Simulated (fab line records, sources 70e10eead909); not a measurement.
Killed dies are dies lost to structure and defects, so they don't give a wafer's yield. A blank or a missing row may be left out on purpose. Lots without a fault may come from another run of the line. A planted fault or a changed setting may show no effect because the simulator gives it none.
fab line records | flow nand_harc
record lots=13 wafers=37 last_day=24
route steps=1159 shown P_ZERO_WELL@14 P_STI@89 P_GATE@132 END@1159
lots that met no fault: from a run of the same line without faults
start_h: hours from the record's first day to the start of the lot's first wafer shown | wait_h: hours since the lot's step before | " the same as in the row above | L1.1+2: a row that stands for several wafers | - no value, or no start given | * or withheld: withheld | < > ~ a bound
route shown NAME@n: a module of which the file shows steps, and the number in the route of the first | usual: mean/standard deviation of fault-free wafers | same: alike in all rows | chamber/n: place in a boat | sites: the reading at each site | _std_site: their standard deviation | _edge_site: outer sites' mean less inner sites' | radius_mm: how far each site lies from the wafer's centre | mask NAME#n: copy n | behind: the tool/chamber that last shaped the wafer | hold: why the lot was held/for how many hours/how that ended | device: the transistor (n, p or np) that didn't switch | end of line: the same wafers' tests at the end of the route | a step without rows: its recipe alone | killed: dies lost to structure and defects at the first sort, not the wafer's yield | map: a wafer's dies, x killed, . not, _ none there
set.NAME: the setting as run; set.NAME@STEP: as run at that earlier step | model.NAME: the simulator's own value behind a step, which no gauge read
steps of the route over a sample of lots; a table a step, a row a wafer
services: from which hour (start_h, from the record's first day; less than 0 if before it) a tool's chamber was out of use, for how many hours, and why
## steps
# step NHARC_P_ZERO_WELL_CD_MEAS_11
# recipe target_cd_nm=500 landing_energy_ev=500
# usual cd_nm=499.6/2.4
# columns lot.wafer tool chamber start_h wait_h cd_nm
L607.1 cd_sem-01 0 13.14 - 496.4
L607.5 " 0 " " 498.9
L607.6 " 0 " " 497.3
L608.1 cd_sem-02 0 19.14 - 498.1
L608.2 " 0 " " 499.9
L608.4 " 0 " " 499.2
L611.2 cd_sem-01 0 37.41 - 498.1
L611.4 " 0 " " 498.4
L611.5 " 0 " " 500.0
L616.1 cd_sem-02 0 67.23 - 498.5
L616.2 " 0 " " 494.4
L618.1 cd_sem-02 0 79.31 - 498.6
L618.4 " 0 " " 495.8
L620.1 cd_sem-03 0 91.24 - 503.4
L620.2 " 0 " " 503.6
L620.3 " 0 " " 503.9
L621.2 cd_sem-02 0 97.25 - 498.9
L621.3 " 0 " " 496.9
L621.6 " 0 " " 496.6
L623.2 cd_sem-01 0 109.25 - 501.9
L623.3 " 0 " " 502.9
L623.6 " 0 " " 505.0
L626.2 cd_sem-02 0 127.24 - 502.0
L626.3 " 0 " " 502.0
L626.5 " 0 " " 499.4
L627.1 cd_sem-02 0 133.24 - 501.0
L627.4 " 0 " " 498.2
L627.6 " 0 " " 501.9
L628.1 cd_sem-02 0 139.43 - 495.8
L628.4 " 0 " " 499.2
L628.6 " 0 " " 498.2
L629.1 cd_sem-03 0 145.29 - 503.4
L629.4 " 0 " " 500.9
L629.6 " 0 " " 496.4
L630.1 cd_sem-03 0 151.24 - 502.2
L630.4 " 0 " " 500.1
L630.6 " 0 " " 498.8
# step NHARC_P_STI_ETCH_31
# recipe target_depth_a=1089 time_s=54.5 cf4_flow_sccm=100 chf3_flow_sccm=30 ar_flow_sccm=0 rf_w=500 bias_w=200 chemistry=CF4/CHF3
# usual chamber_pressure_mTorr=24.999/0.022 drypump_motor_current_A=5.7/0.37 mfc_ar_sccm=0.008/0.011 oes_product_au=0.959/0.017 rf_fwd_power_W=494.8/2.2 rf_vpp_V=371.2/1.9 run_length_s=75.7/0.38 showerhead_plenum_p_Torr=1.59/0.053 throttle_valve_pct=16.802/0.0091
# columns lot.wafer tool chamber start_h wait_h chamber_pressure_mTorr drypump_motor_current_A mfc_ar_sccm oes_product_au rf_fwd_power_W rf_hours_counter_h rf_vpp_V run_length_s showerhead_plenum_p_Torr throttle_valve_pct
L607.1 rie_diel-05 2 36.33 - 24.993 5.6 0 0.948 496.1 2.0 368.8 75.8 1.48 16.795
L607.5 " 0 " " 25.007 5.3 0.026 0.967 492.7 - 372.2 75.9 1.66 16.805
L607.6 " 1 " " 25.023 6.2 0.014 0.980 495.3 - 371.5 75.9 1.60 16.794
L608.4 rie_diel-10 2 46.80 - 24.975 5.5 0 0.969 491.7 1.6 372.6 75.7 1.62 16.808
L608.2 " 0 " " 25.012 5.7 0.016 0.966 493.7 1.6 369.8 76.2 1.56 16.783
L608.1 " 1 " " 25.011 5.7 0 0.988 494.0 1.5 372.3 75.1 1.60 16.808
L611.2 rie_diel-03 3 56.29 - 24.972 4.8 0 0.971 492.5 0.3 375.6 75.8 1.70 16.815
L611.4 " 0 " " 24.940 5.9 0.018 0.968 496.4 0.2 370.5 75.6 1.54 16.813
L611.5 " 3 " " 25.013 4.8 0 0.968 492.3 - 374.7 75.6 1.70 16.814
L616.2 rie_diel-10 3 88.04 - 25.015 5.6 0.029 0.932 - 2.9 371.5 64.9 1.62 16.809
L616.1 " 0 " " 24.992 5.7 0.016 0.944 - 2.8 371.2 65.5 1.56 16.796
L618.1 rie_diel-10 2 103.75 - 24.979 5.5 0 0.952 - 3.6 373.1 64.5 1.62 16.793
L618.4 " 1 " " 25.014 5.7 0 0.976 494.4 3.4 371.3 74.9 1.60 16.793
L620.1 rie_diel-05 2 112.75 - 24.997 5.6 0 0.947 494.6 7.2 365.9 75.1 1.48 16.807
L620.3 " 0 " " 24.975 5.3 0.026 0.963 493.8 8.0 371.8 75.5 1.66 16.799
L620.2 " 1 " " 24.996 6.2 0.014 0.977 492.6 7.3 371.1 75.7 1.60 16.811
L621.3 rie_diel-03 3 129.15 - 24.968 4.8 0 0.972 490.0 1.7 374.1 75.5 1.70 16.802
L621.2 " 1 " " 24.976 5.8 0 0.946 494.9 2.2 369.4 76.0 1.56 16.822
L621.6 " 3 " " 25.005 4.8 0 0.973 493.1 - 374.8 75.9 1.70 16.811
L623.3 rie_diel-05 1 129.20 - 24.996 6.2 0.014 0.979 493.4 8.8 372.2 76.4 1.60 16.794
L623.2 " 2 " " 24.996 5.7 0 0.951 499.1 8.9 367.4 75.5 1.48 16.798
L623.6 " 2 " " 25.016 5.7 0 0.945 497.6 - 368.0 75.8 1.48 16.792
L626.2 rie_diel-03 2 149.42 - 24.986 5.7 0 0.955 495.5 2.7 371.7 75.8 1.62 16.796
L626.3 " 0 " " 24.988 6.0 0.018 0.964 494.1 2.6 368.9 75.4 1.54 16.796
L626.5 " 1 " " 25.060 5.8 0 0.948 497.2 - 370.2 76.3 1.56 16.814
L627.4 rie_diel-10 1 158.26 - 24.988 5.8 0 0.929 494.8 5.6 371.2 75.1 1.60 16.801
L627.1 " 2 " " 24.979 5.5 0 0.925 493.4 5.8 373.2 75.4 1.62 16.807
L627.6 " 1 " " 25.010 5.8 0 0.920 495.1 - 371.8 74.9 1.60 16.809
L628.1 rie_diel-05 3 161.50 - 24.987 6.5 0 0.962 496.0 10.5 372.5 75.9 1.58 16.816
L628.4 " 1 " " 24.997 6.2 0.014 0.967 496.2 10.4 372.6 76.2 1.59 16.797
L628.6 " 3 " " 24.999 6.4 0 0.962 495.7 - 370.6 75.9 1.58 16.795
L629.4 rie_diel-10 1 169.61 - 25.001 5.8 0 0.959 494.6 5.7 373.0 74.7 1.60 16.778
L629.1 " 2 " " 25.028 5.4 0 0.956 491.8 5.9 372.9 75.6 1.62 16.792
L629.6 " 0 " " 25.018 5.7 0.016 0.947 491.7 - 370.7 76.7 1.56 16.801
L630.1 rie_diel-05 2 173.22 - 25.025 5.6 0 0.978 498.0 0.0 368.3 75.3 1.48 16.798
L630.4 " 1 " " 24.977 6.2 0.014 0.975 491.1 0.0 370.9 76.1 1.59 16.794
L630.6 " 3 " " 24.988 6.5 0 0.965 495.2 - 371.7 75.9 1.58 16.794
# step NHARC_P_GATE_DEP_103
# recipe target_thk_a=300 target_thk_nm=30 temp_c=400 flow_sccm=200 rf_w=350 material=SiON
# usual heater_power_w=792/120 rf_fwd_power_W=348.6/0.97
# columns lot.wafer tool chamber start_h wait_h heater_power_w rf_fwd_power_W
L608.2 pecvd-03 1 93.84 0.4 694 350.8
L608.1 " 2 " " 798 349.7
L608.4 " 1 " " 714 348.9
L607.1 pecvd-03 1 94.69 0.6 703 350.0
L607.5 " 0 " " 885 348.0
L607.6 " 1 " " 700 349.7
L611.2 pecvd-04 0 108.88 0.5 639 349.3
L611.4 " 0 " " 648 349.0
L611.5 " 1 " " 1029 348.5
L616.1 pecvd-02 2 140.54 0.6 967 348.9
L618.4 pecvd-03 0 164.32 0.4 865 347.2
L620.1 pecvd-04 2 164.72 0.6 894 347.7
L620.3 " 0 " " 638 348.0
L620.2 " 1 " " 927 348.8
L623.3 pecvd-04 0 182.67 0.4 631 348.5
L623.2 " 1 " " 1008 347.9
L623.6 " 2 " " 854 349.2
L621.2 pecvd-03 0 182.73 0.4 915 348.5
L621.3 " 1 " " 869 350.6
L621.6 " 0 " " 924 349.0
L626.3 pecvd-03 0 203.26 0.5 767 349.6
L626.2 " 1 " " 858 350.0
L626.5 " 2 " " 740 347.6
L628.1 pecvd-03 0 210.31 0.6 864 348.2
L628.6 " 0 " " 874 348.8
L628.4 " 2 " " 713 347.1
L627.1 pecvd-02 1 210.97 0.6 701 348.7
L627.6 " 1 " " 687 348.7
L627.4 " 2 " " 939 348.4
L629.1 pecvd-02 2 225.86 0.6 906 349.2
L629.4 " 2 " " 919 349.7
L629.6 " 1 " " 779 348.1
L630.1 pecvd-02 0 226.55 0.6 619 346.4
L630.4 " 0 " " 645 347.1
L630.6 " 2 " " 915 347.7
# step NHARC_P_GATE_STRIP_76
# recipe power_w=1500 temp_c=250 chemistry=O2
# usual drypump_motor_current_A=5.5/0.42 heater_power_w=379/30
# columns lot.wafer tool chamber start_h wait_h drypump_motor_current_A heater_power_w rf_hours_counter_h
L608.1 plasma_asher-02 0 109.48 0.2 6.2 382 31
L608.2 " 1 " " 5.2 404 31
L608.4 " 1 " " 5.2 408 -
L607.1 plasma_asher-02 1 110.43 0.2 5.2 409 32
L607.6 " 0 " " 6.2 377 -
L607.5 " 1 " " 5.3 414 -
L611.2 plasma_asher-01 0 123.90 0.2 5.4 389 2
L611.4 " 0 " " 5.3 377 -
L611.5 " 0 " " 5.3 384 -
L616.1 plasma_asher-01 0 155.92 0.2 5.4 375 13
L618.4 plasma_asher-01 0 179.58 0.1 5.3 381 -
L620.2 plasma_asher-02 1 180.71 0.2 5.2 419 58
L620.1 " 0 " " 6.1 387 58
L620.3 " 0 " " 6.2 373 -
L623.2 plasma_asher-01 1 198.35 0.2 5.1 338 29
L623.3 " 0 " " 5.4 379 -
L623.6 " 1 " " 5.1 329 -
L621.2 plasma_asher-02 1 198.37 0.2 5.2 427 3
L621.3 " 1 " " 5.2 424 -
L621.6 " 1 " " 5.2 426 -
L626.2 plasma_asher-01 1 219.00 0.2 5.1 342 36
L626.3 " 1 " " 5.1 336 -
L626.5 " 1 " " 5.1 335 -
L628.1 plasma_asher-02 0 225.53 0.2 6.1 364 11
L628.4 " 1 " " 5.2 442 -
L628.6 " 1 " " 5.2 431 -
L627.1 plasma_asher-01 1 225.87 0.2 5.1 340 38
L627.4 " 1 " " 5.1 331 -
L627.6 " 1 " " 5.1 337 -
L629.1 plasma_asher-01 1 241.25 0.2 5.1 332 44
L629.4 " 1 " " 5.1 336 -
L629.6 " 1 " " 5.1 332 -
L630.1 plasma_asher-02 1 241.83 0.2 5.2 419 17
L630.4 " 0 " " 6.1 356 -
L630.6 " 1 " " 5.2 433 -
# step NHARC_END_SORT_01
# recipe temp_c=25
# usual killed_at_array=28/11 killed_at_other=0.6/0.85 killed_at_periphery=2.8/2.3 killed_dies=31/11 killed_open=3.1/1.6 killed_short=2.0/1.4
# same gross_dies=677
# columns lot.wafer tool chamber start_h wait_h killed_at_array killed_at_other killed_at_periphery killed_dies killed_open killed_short
L618.1 prober-02 0 515.55 2.5 24 0 396 420 1 2
L618.4 prober-02 0 517.92 3.4 33 0 1 34 3 2
# killed by level:class
L618.1 P_STI:area_etch=393 A_SLIT:chamber_film_flake=8 A_STAIRCASE:chamber_film_flake=7 A_CONTACT:chamber_film_flake=3 A_CHANNEL_HOLE_D1:chamber_film_flake=2 A_M1:chamber_film_flake=2 P_CONTACT:geometric_particle:open=1 A_WL_FILL:geometric_particle:short=1
L618.4 A_SLIT:chamber_film_flake=13 A_STAIRCASE:chamber_film_flake=8 A_CHANNEL_HOLE_D1:chamber_film_flake=5 A_CHANNEL_FILL_D1:geometric_particle:short=2 A_CONTACT:chamber_film_flake=2 A_ONON_D1:geometric_particle:open=1 A_CONTACT:geometric_particle:open=1 A_BLC:geometric_particle:open=1
## services
# columns tool chamber start_h hours kind
rie_diel-05 1 13.26 4.7 repair
pecvd-04 - 14.00 13.0 pm
rie_diel-03 3 14.58 9.4 repair
rie_diel-10 - 19.12 0.2 repair
rie_diel-03 - 31.55 1.8 repair
pecvd-04 - 38.25 2.2 repair
rie_diel-03 - 38.30 9.0 pm
plasma_asher-01 - 74.99 1.2 repair
rie_diel-05 0 82.66 3.7 repair
plasma_asher-02 - 85.31 1.9 repair
rie_diel-03 0 91.94 2.9 repair
rie_diel-03 3 94.19 6.5 repair
plasma_asher-01 - 106.08 9.0 pm
rie_diel-03 3 109.33 1.4 repair
pecvd-03 - 111.49 13.0 pm
rie_diel-10 0 138.44 5.6 repair
pecvd-02 - 153.01 13.0 pm
rie_diel-05 - 163.60 9.0 pm
rie_diel-10 - 176.50 9.0 pm
plasma_asher-02 - 183.27 9.0 pm
rie_diel-03 1 184.57 1.3 repair
pecvd-04 - 195.00 13.0 pm
rie_diel-05 0 197.00 6.1 repair
rie_diel-05 2 223.81 7.4 repair
## key
first_sign step=NHARC_P_STI_ETCH_31 reading=run_length_s direction=down sigmas=28 usual=* struck=*
effect step=NHARC_END_SORT_01 reading=killed_at_periphery direction=up sigmas=99+ usual=2.8 struck=396
more_kills_born_at NHARC_P_STI_ETCH_31@rie_diel-10=393
met_at NHARC_P_STI_ETCH_31
struck_lots L616,L618
struck_wafers L616.1,L616.2,L618.1
later_rows_left_out L616.2,L618.1
sort_left_out L616.1,L616.2
tester_left_out L616,L618
not_acting_at NHARC_P_ZERO_WELL_CD_MEAS_11,NHARC_P_GATE_DEP_103,NHARC_P_GATE_STRIP_76
onset_between 46.80 88.04
fault kind=process_parameter_drift tool=rie_diel-10 chamber=- onset_h=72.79 steps=NHARC_P_STI_ETCH_31 channel=time_s offset=* shape=step end_h=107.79 scope=struck_wafers_only acts_in=* stated=*
# tester_left_out: of these lots the tester's yield and bins aren't shown, on N5 and GAA mostly nor the transistor test; their killed dies are dies lost to structure and defects alone, not to doping, threshold or leakage, so they don't give the yield
# sort_left_out: the simulated sort isn't trusted on such a fault, so these wafers' sort isn't shown, and their yield isn't known
# later_rows_left_out: the simulator's readings of these wafers behind a module that went badly wrong aren't trusted and aren't shown, but for the sort
